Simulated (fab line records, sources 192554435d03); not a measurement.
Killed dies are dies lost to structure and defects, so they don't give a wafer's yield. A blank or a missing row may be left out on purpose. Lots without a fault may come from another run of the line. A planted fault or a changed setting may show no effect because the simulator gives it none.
Which tool did it? | flow n5_finfet | 9 lots, 25 wafers sampled, at 4 steps of a route of 1938

WHAT THE GAUGES READ, wafer by wafer
N5_MOL_CONTACT_COAG_INSPECT_97: inspects for defects (darkfield).
lot  | measured     | on                | raw_defect_count
L452 | day 5 18:35  | defect_inspect-01 | 51 66 106
L453 | day 5 21:44  | defect_inspect-01 | 37 35
L455 | day 6 08:38  | defect_inspect-02 | 44 29
L456 | day 6 18:35  | defect_inspect-01 | 24 11 43
L459 | day 7 09:11  | defect_inspect-01 | 51 48 60
L463 | day 8 09:26  | defect_inspect-02 | 285 304 285
L465 | day 9 00:08  | defect_inspect-02 | 286 279 311
L467 | day 9 09:33  | defect_inspect-01 | 57 68 45
L470 | day 10 03:36 | defect_inspect-02 | 34 47 27

WHICH TOOL RAN EACH LOT (tool, then ch and the chambers of the sampled wafers, then the start)
lot  | N5_MOL_CONTACT_COAG_ETCH_47       | N5_MOL_CONTACT_COAG_ETCH_48       | N5_MOL_CONTACT_COAG_CMP_52
L452 | rie_diel-03 ch 0,1,3, day 5 12:58 | rie_diel-04 ch 0,3, day 5 14:31   | cmp-04 ch 1,2,3, day 5 15:17
L453 | rie_diel-04 ch 0,2, day 5 16:16   | rie_diel-01 ch 3, day 5 17:37     | cmp-02 ch 0, day 5 18:23
L455 | rie_diel-03 ch 0,1, day 6 02:55   | rie_diel-01 ch 0,1, day 6 04:30   | cmp-01 ch 0,2, day 6 05:21
L456 | rie_diel-01 ch 2,3, day 6 12:55   | rie_diel-03 ch 1,2,3, day 6 14:29 | cmp-02 ch 0,2, day 6 15:16
L459 | rie_diel-04 ch 0,1, day 7 03:48   | rie_diel-03 ch 1,2,3, day 7 05:01 | cmp-01 ch 0,2,3, day 7 05:53
L463 | rie_diel-04 ch 0,1,3, day 8 02:00 | rie_diel-01 ch 0,3, day 8 03:20   | cmp-01 ch 0,1,3, day 8 04:05
L465 | rie_diel-01 ch 0,2, day 8 18:48   | rie_diel-03 ch 2,3, day 8 20:01   | cmp-01 ch 1,2, day 8 20:47
L467 | rie_diel-01 ch 0,1, day 9 04:10   | rie_diel-01 ch 0,2,3, day 9 05:23 | cmp-04 ch 0,3, day 9 06:10
L470 | rie_diel-03 ch 1,3, day 9 21:59   | rie_diel-03 ch 1,2,3, day 9 23:30 | cmp-04 ch 0,1,3, day 10 00:19
- N5_MOL_CONTACT_COAG_ETCH_47: etches SiNx in CH3F/O2, stops on W, target depth 27 nm.
- N5_MOL_CONTACT_COAG_ETCH_48: etches SiOC in C4F6/O2, target depth 15 nm, overetch 4.5 nm, time 17 s.
- N5_MOL_CONTACT_COAG_CMP_52: polishes, stops on SiO2, t overpolish 1.5 s, target thk 66.5 nm.

THE ANSWER, worked out from the rows above alone
Rule: what is usual is taken from the lots themselves. Put in order of their means at a reading, lots are off if they are a third of the lots or fewer, leave a main group of 4 or more, and stand apart from it by a gap of 3 or more times the standard deviation of the main group's means; of several such gaps the widest counts. A main group whose means are all the same, to the digits that the tables above print for the reading, isn't used. A lot without any number at a reading at which 4 lots or more have one is off too. The other lots that the step has rows for count as sound.
Off: L463, L465, at N5_MOL_CONTACT_COAG_INSPECT_97 (raw_defect_count). The main group: mean 46, standard deviation 15.
A tool fits if, at a process step before that reading, it ran every lot that is off, and no sound lot after the first of them. The gauges at N5_MOL_CONTACT_COAG_INSPECT_97 are tried like those tools. One fits: cmp-01 at N5_MOL_CONTACT_COAG_CMP_52. Its last sound lot is L459 (day 7 05:53), its first lot that is off L463 (day 8 04:05): a fault that began between those two fits.

WHAT THE SIMULATOR HAD PUT IN
Chamber particle source: cmp-01, from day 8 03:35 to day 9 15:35, at N5_MOL_CONTACT_COAG_CMP_52. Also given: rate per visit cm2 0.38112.
Lots struck among those shown: L463, L465. The rule above found the same.
